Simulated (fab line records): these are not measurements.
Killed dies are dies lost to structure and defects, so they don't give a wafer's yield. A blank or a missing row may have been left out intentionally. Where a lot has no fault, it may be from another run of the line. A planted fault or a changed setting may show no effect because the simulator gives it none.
Comparing a struck lot with a sound one + flow n5_finfet + 21 steps out of a route of 1938
Sound: wafers L846.3, L846.4, L846.6. Wafers struck: L852.2, L852.4, L852.6. The cause is named last.
Per side, at each step with rows, come the tool, then ch with its chambers, and then its first start. Under that, the readings that differ: sound wafers + struck wafers + difference of the means + sigmas: that difference in standard deviations of wafers without a fault.
alike: readings whose means differ by less than 2 such deviations, and words and numbers that are the same on both sides. not compared: withheld readings, readings that some wafer has no value for, bounds like >300 that may hide the same value, and numbers for which the record gives no deviation and whose values overlap.
Wherever a step has rows on one side only, a row that says differs or no value, or a row with sigmas, the two part there. Non-overlapping numbers with no deviation appear without sigmas and do not part them. A reading that every wafer of one side lacks parts them only if that side has two wafers or more.

N5_WELL_APT_CD_MEAS_08 targets a cd of 200 nm.
  sound on cd_sem-03 ch 0, day 3 13:41; struck on cd_sem-03 ch 0, day 5 01:49
  alike: cd_nm
N5_WELL_APT_OVL_MEAS_09:
  sound on overlay-01 ch 0, day 3 13:43; struck on overlay-01 ch 0, day 5 01:50
  alike: NWELL_OVL
N5_WELL_APT_INSPECT_10: inspects for defects (macro).
  sound on defect_inspect-01, day 3 13:44; struck on defect_inspect-02, day 5 01:52
  alike: raw_defect_count
N5_WELL_APT_DESCUM_13: chemistry O2, time 7.9 s.
  sound on rie_diel-06 ch 0,2,3, day 3 14:35; struck on rie_diel-06 ch 1,2, day 5 02:17
  alike: drypump_motor_current_A, oes_product_au, rf_vpp_V, showerhead_plenum_p_Torr, throttle_valve_pct
  not compared: rf_hours_counter_h
then, 8 steps without rows for these wafers: N5_WELL_APT_IMPLANT_14; N5_WELL_APT_IMPLANT_15; N5_WELL_APT_STRIP_16 (strips in SPM, time 900 s); N5_WELL_APT_HMDS_18 (time 60 s); N5_WELL_APT_COAT_19 (resist thk 950 nm); N5_WELL_APT_EBR_21; N5_WELL_APT_SOFTBAKE_20 (time 60 s); N5_WELL_APT_EXPOSE_22 (exposes mask PWELL, defocus 0 nm, target cd 200 nm).
N5_WELL_APT_PEB_23: peb time 90 s.
  sound on litho_track-03 ch 0, day 3 15:35; struck on litho_track-03 ch 0, day 5 03:20
| reading                  | sound                | struck               | difference | sigmas |
|--------------------------|----------------------|----------------------|------------|--------|
| heater_power_total_W (W) | 172.8 172.5 171.4    | 173.6 175.5 175.4    | +2.6       | +3     |
| plate_temp_C (C)         | 130.17 130.00 130.05 | 131.12 131.32 131.32 | +1.18      | +9     |
then, 2 steps without rows for these wafers: N5_WELL_APT_DEVELOP_24 (develop time 45 s); N5_WELL_APT_HARDBAKE_29 (time 120 s).
N5_WELL_APT_CD_MEAS_25 targets a cd of 200 nm.
  sound on cd_sem-01 ch 0, day 3 15:43; struck on cd_sem-02 ch 0, day 5 03:27
  alike: cd_nm
N5_WELL_APT_OVL_MEAS_26:
  sound on overlay-02 ch 0, day 3 15:44; struck on overlay-01 ch 0, day 5 03:29
  alike: PWELL_OVL
N5_WELL_APT_INSPECT_27: inspects for defects (macro).
  sound on defect_inspect-01, day 3 15:46; struck on defect_inspect-01, day 5 03:31
  alike: raw_defect_count
N5_WELL_APT_DESCUM_30: chemistry O2, time 7.9 s.
  sound on rie_diel-02 ch 1,3, day 3 15:47; struck on rie_diel-06 ch 1,3, day 5 04:23
| reading                         | sound             | struck          | difference | sigmas |
|---------------------------------|-------------------|-----------------|------------|--------|
| showerhead_plenum_p_Torr (Torr) | 1.97 1.98 1.98    | 2.12 2.07 2.12  | +0.13      | +2     |
| model.WELL_APT.cd_nm (nm)       | 199.8 200.2 200.1 | 202.8 201.8 205 | +3.2       |        |
  alike: drypump_motor_current_A, oes_product_au, rf_vpp_V, throttle_valve_pct
  not compared: rf_hours_counter_h
following that, these wafers have no rows for 1 step: N5_WELL_APT_IMPLANT_31.
-- the record jumps here: 7 days lie between the struck wafers' starts before and after (it left off in module WELL_APT and takes up again in module BEOL_M4, whose first step shown is number 1111 of the route) --
N5_BEOL_M4_RC_MEAS_101:
  sound on prober-01 ch 0, day 10 04:33; struck on prober-01 ch 0, day 12 14:52
| reading   | sound          | struck         | difference | sigmas |
|-----------|----------------|----------------|------------|--------|
| VT_P (mV) | -244 -246 -247 | -251 -253 -254 | -7         | -2     |
  alike: DIBL_N, DIBL_P, IOFF_N, IOFF_P, ION_N, ION_P, SS_N, SS_P, VT_N

== WHERE THEY PART ==
Last at N5_BEOL_M4_RC_MEAS_101 as far as this record goes, first at N5_WELL_APT_PEB_23.

WHY: whatever the simulator had introduced
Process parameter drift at N5_WELL_APT_PEB_23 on litho_track-03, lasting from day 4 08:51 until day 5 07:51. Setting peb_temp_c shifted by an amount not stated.
